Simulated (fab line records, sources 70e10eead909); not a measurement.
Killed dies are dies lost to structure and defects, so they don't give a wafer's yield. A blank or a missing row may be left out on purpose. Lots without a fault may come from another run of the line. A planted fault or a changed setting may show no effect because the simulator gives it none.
Tool commonality check | flow nand_harc | 13 lots, 39 wafers sampled

WHY IT WAS OPENED
At NHARC_P_STI_INSPECT_11 the reading raw_defect_count is flagged on 2 of 13 lots. Wafers without a fault read 5.6, standard deviation 2.6.
Rule: a lot is flagged when every wafer of it that has a number lies more than 4 standard deviations from that mean, or none has a number. The other lots count as sound.

lot  | measured    | on                | raw_defect_count, wafer by wafer | flag
L434 | day 2 13:14 | defect_inspect-01 | 4 5 9                            |
L435 | day 2 20:01 | defect_inspect-02 | 5 8 3                            |
L438 | day 3 11:05 | defect_inspect-01 | 5 6 4                            |
L440 | day 3 23:51 | defect_inspect-02 | 5 3 2                            |
L442 | day 4 11:29 | defect_inspect-02 | 6 2 10                           |
L444 | day 4 23:28 | defect_inspect-01 | 4 8 5                            |
L446 | day 5 07:28 | defect_inspect-02 | 7 5 7                            |
L445 | day 5 07:38 | defect_inspect-02 | 9 3 6                            |
L447 | day 5 18:59 | defect_inspect-02 | 6 3 3                            |
L448 | day 6 00:58 | defect_inspect-02 | 1139 1172 1150                   | FLAGGED
L449 | day 6 05:18 | defect_inspect-02 | 1 8 4                            |
L450 | day 6 11:06 | defect_inspect-02 | 1168 1172 1211                   | FLAGGED
L451 | day 6 17:07 | defect_inspect-02 | 3 2 3                            |
The numbers of the flagged lots are 1168.7 on average: +1163.1 against the usual, or +99 or more standard deviations.

WHICH TOOL RAN EACH LOT
The record holds 1 process step before the reading, out of a route of 1159 steps. In each cell: the tool, then ch and the chambers that the sampled wafers went through, then the start.
lot  | flag    | NHARC_P_STI_ETCH_26
L434 |         | wet_bench-03 ch 2,5,6, day 1 19:47
L435 |         | wet_bench-03 ch 0,4,7, day 2 01:38
L438 |         | wet_bench-03 ch 1,2,3, day 2 19:42
L440 |         | wet_bench-09 ch 2,6,7, day 3 08:26
L442 |         | wet_bench-05 ch 0,4,5, day 3 19:40
L444 |         | wet_bench-03 ch 3,5,6, day 4 07:48
L446 |         | wet_bench-03 ch 0,2,3, day 4 19:25
L445 |         | wet_bench-03 ch 4,5,7, day 4 13:31
L447 |         | wet_bench-03 ch 1,3,4, day 5 02:08
L448 | FLAGGED | wet_bench-03 ch 2,4,5, day 5 07:47
L449 |         | wet_bench-05 ch 0,3,6, day 5 13:52
L450 | FLAGGED | wet_bench-03 ch 0,6,7, day 5 19:37
L451 |         | wet_bench-05 ch 0,1,2, day 6 01:49
What these steps do:
- NHARC_P_STI_ETCH_26: etches SiO2 in dHF, target depth 11 nm.
- NHARC_P_STI_INSPECT_11

FLAGGED OVER TOTAL, TOOL BY TOOL (the gauges that took the reading come last)
step                   | tool              | lots run | flagged | share of the flagged lots | sound lots run after its first flagged lot
NHARC_P_STI_ETCH_26    | wet_bench-03      | 9        | 2       | all                       | 0
NHARC_P_STI_ETCH_26    | wet_bench-05      | 3        | 0       | none                      | -
NHARC_P_STI_ETCH_26    | wet_bench-09      | 1        | 0       | none                      | -
NHARC_P_STI_INSPECT_11 | defect_inspect-01 | 3        | 0       | none                      | -
NHARC_P_STI_INSPECT_11 | defect_inspect-02 | 10       | 2       | all                       | 2 (L449,L451)

WHAT THE TABLE ALLOWS
2 rows of the table ran every flagged lot: wet_bench-03 at NHARC_P_STI_ETCH_26, defect_inspect-02 at NHARC_P_STI_INSPECT_11.
- wet_bench-03 at NHARC_P_STI_ETCH_26: 2 of its 9 lots flagged. Its last sound lot is L447 (day 5 02:08), its first flagged lot L448 (day 5 07:47): a fault that began between those two fits.
- defect_inspect-02 at NHARC_P_STI_INSPECT_11: 2 of its 10 lots flagged. Sound lots ran on it after the first flagged one (L449, L451), which a lasting fault on the whole tool wouldn't allow.
One tool is left: wet_bench-03 at NHARC_P_STI_ETCH_26.

WHAT THE SIMULATOR HAD PUT IN
Chamber particle source: wet_bench-03, from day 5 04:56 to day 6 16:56, at NHARC_P_STI_ETCH_26. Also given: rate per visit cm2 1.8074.
Lots struck among those shown: L448, L450. The rule above found the same.
